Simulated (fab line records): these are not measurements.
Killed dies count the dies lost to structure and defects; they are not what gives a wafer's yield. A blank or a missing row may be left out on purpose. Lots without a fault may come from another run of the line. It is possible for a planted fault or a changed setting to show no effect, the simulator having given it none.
Chamber matching + flow n5_finfet + uv_cure-02 running N5_BEOL_M8_CURE_74: 3 sister chambers
The step cures SiCOH lowk, time 240 s. 3 wafers are shown with their chamber, then 12 later ones without.

== WAFERS PAIRED WITH THEIR CHAMBERS ==
| wafer  | chamber | wafer_temp_C_max |
|--------|---------|------------------|
| L074.6 | 2       | 386.8            |
| L087.4 | 1       | 386.5            |
| L088.3 | 0       | 387.3            |

== WAFERS WITH NO CHAMBER GIVEN ==
| wafer  | wafer_temp_C_max |
|--------|------------------|
| L088.4 | 386.7            |
| L088.5 | 386.7            |
| L088.6 | 387.5            |
| L093.2 | 387.0            |
| L093.3 | 387.1            |
| L093.6 | 386.8            |
| L095.2 | 386.1            |
| L095.4 | 387.3            |
| L095.5 | 386.7            |
| L097.3 | 387.2            |
| L097.4 | 386.9            |
| L097.6 | 386.6            |

== EACH ONE'S CHAMBER ==
| wafer  | from the rows above          | in truth |
|--------|------------------------------|----------|
| L088.4 | can't be placed: 2 or 1      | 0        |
| L088.5 | can't be placed: 2 or 1      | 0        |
| L088.6 | 0                            | 0        |
| L093.2 | can't be placed: 2 or 0 or 1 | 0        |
| L093.3 | can't be placed: 0 or 2      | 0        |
| L093.6 | can't be placed: 2 or 1      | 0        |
| L095.2 | can't be placed: 1 or 2      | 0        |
| L095.4 | 0                            | 0        |
| L095.5 | can't be placed: 2 or 1      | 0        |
| L097.3 | can't be placed: 0 or 2      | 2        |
| L097.4 | can't be placed: 2 or 1 or 0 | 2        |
| L097.6 | can't be placed: 1 or 2      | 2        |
Placed correctly: 2 of 12. These rows do not allow placing 10 (true chamber among the candidates in 5). Wrongly placed: 0.
How it was worked out, from the rows above alone: a wafer's distance from a chamber is the root of the sum, over the readings, of the square of ((its reading less the chamber's mean) divided by the reading's scatter). If the next closest chamber is less than 2 further off than the closest, the wafer can't be placed; otherwise it belongs to the closest. A chamber's mean is the mean of its shown wafers. The scatter: with one shown wafer a chamber, the root of the mean of the squares of how far each hidden wafer lies from its nearest shown one.
